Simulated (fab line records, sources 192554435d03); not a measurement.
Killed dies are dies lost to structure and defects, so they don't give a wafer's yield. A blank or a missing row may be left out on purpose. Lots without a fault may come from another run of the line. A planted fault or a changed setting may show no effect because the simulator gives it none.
One fault seen from 3 desks | flow n5_finfet | each desk has only its own numbers; what lay behind them comes last

THE DEFECT DESK
What the inspections along the route counted, lot by lot: means of the sampled wafers that have a number. A lot is out of limits, marked OUT, if its mean lies more than 4 standard deviations from the usual mean; the brackets give that distance.
Columns: A = raw_defect_count at N5_HKMG_FIN_INSPECT_14, usual 2.1
lot  | first seen here | A
L663 | day 4 04:06     | 2.0
L669 | day 5 22:50     | 2.3
L670 | day 6 05:51     | 2.7
L682 | day 8 18:33     | 2.7
L685 | day 9 14:08     | 1.3
This desk's finding: nothing out of limits on any of the 5 lots.

THE TOOL OWNER'S DESK: rie_diel-01
The tool's own readings at N5_HKMG_FIN_ETCH_35 (etches SOC in N2/H2, target depth 215.8 nm, time 243.4 s): means of the sampled wafers that have a number, for each lot that ran on this tool. A lot is out of limits, marked OUT, if its mean lies more than 4 standard deviations from the usual mean; the brackets give that distance.
Columns: A = drypump_motor_current_A at N5_HKMG_FIN_ETCH_35, usual 5.6 A; B = oes_product_au at N5_HKMG_FIN_ETCH_35, usual 0.79 a.u.; C = rf_vpp_V at N5_HKMG_FIN_ETCH_35, usual 141.6 V; D = run_length_s at N5_HKMG_FIN_ETCH_35, usual 266.9 s; E = showerhead_plenum_p_Torr at N5_HKMG_FIN_ETCH_35, usual 2.54 Torr; F = throttle_valve_pct at N5_HKMG_FIN_ETCH_35, usual 17.62 %
lot  | first seen here | A   | B    | C     | D               | E    | F
L663 | day 4 04:26     | 5.2 | 0.74 | 141.6 | 267.0           | 2.55 | 17.80
L669 | day 5 23:10     | 5.3 | 0.78 | 141.8 | 250.2 (-46) OUT | 2.53 | 17.69
This desk's finding: out of limits on L669; first on L669, day 5 23:10 (run_length_s at N5_HKMG_FIN_ETCH_35). In limits: L663.

THE METROLOGY DESK
What the gauges read, lot by lot, whatever tool the lot ran on: means of the sampled wafers that have a number. A lot is out of limits, marked OUT, if its mean lies more than 4 standard deviations from the usual mean; the brackets give that distance. Of its 12 readings 7 are shown: those that lie furthest out on some lot.
Columns: A = cd_nm at N5_HKMG_FIN_CD_MEAS_12, usual 92.8 nm; B = NWFM_OVL at N5_HKMG_FIN_OVL_MEAS_13, usual 0.2 nm; C = DIBL_P at N5_BEOL_M4_RC_MEAS_101, usual 38 mV/V; D = IOFF_P at N5_BEOL_M4_RC_MEAS_101, usual 0.25 nA/um; E = ION_P at N5_BEOL_M4_RC_MEAS_101, usual 467 uA/um; F = SS_N at N5_BEOL_M4_RC_MEAS_101, usual 71.7 mV/dec; G = VT_P at N5_BEOL_M4_RC_MEAS_101, usual -248 mV
lot  | first seen here | A    | B    | C  | D    | E   | F    | G
L663 | day 4 04:03     | 93.4 | 1.0  | 39 | 0.27 | 464 | 72.3 | -245
L669 | day 5 22:47     | 93.1 | -0.0 | 39 | 0.28 | 482 | 71.6 | -243
L670 | day 6 05:47     | 93.3 | 1.1  | 38 | 0.24 | 470 | 71.5 | -247
L682 | day 8 18:30     | 93.2 | -1.1 | 39 | 0.23 | 463 | 71.6 | -250
L685 | day 9 14:02     | 92.1 | -0.1 | 39 | 0.26 | 468 | 72.0 | -247
This desk's finding: nothing out of limits on any of the 5 lots.

PUT TOGETHER
The tool owner's desk could have raised an alarm at day 5 23:10, on L669.
The defect desk saw nothing out of limits.
The metrology desk saw nothing out of limits.
The defect desk has L669 on record, within its limits.
The metrology desk has L669 on record, within its limits.
Of the lots named, all ran N5_HKMG_FIN_ETCH_35 on rie_diel-01.

WHAT THE SIMULATOR HAD PUT IN
Process parameter drift: rie_diel-01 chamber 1, from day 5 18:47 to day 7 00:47, at N5_HKMG_FIN_ETCH_35. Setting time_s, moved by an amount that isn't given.
Lots struck among those shown: L669.
Hours from the fault's start to each desk's first reading out of limits: the tool owner's desk, 4.
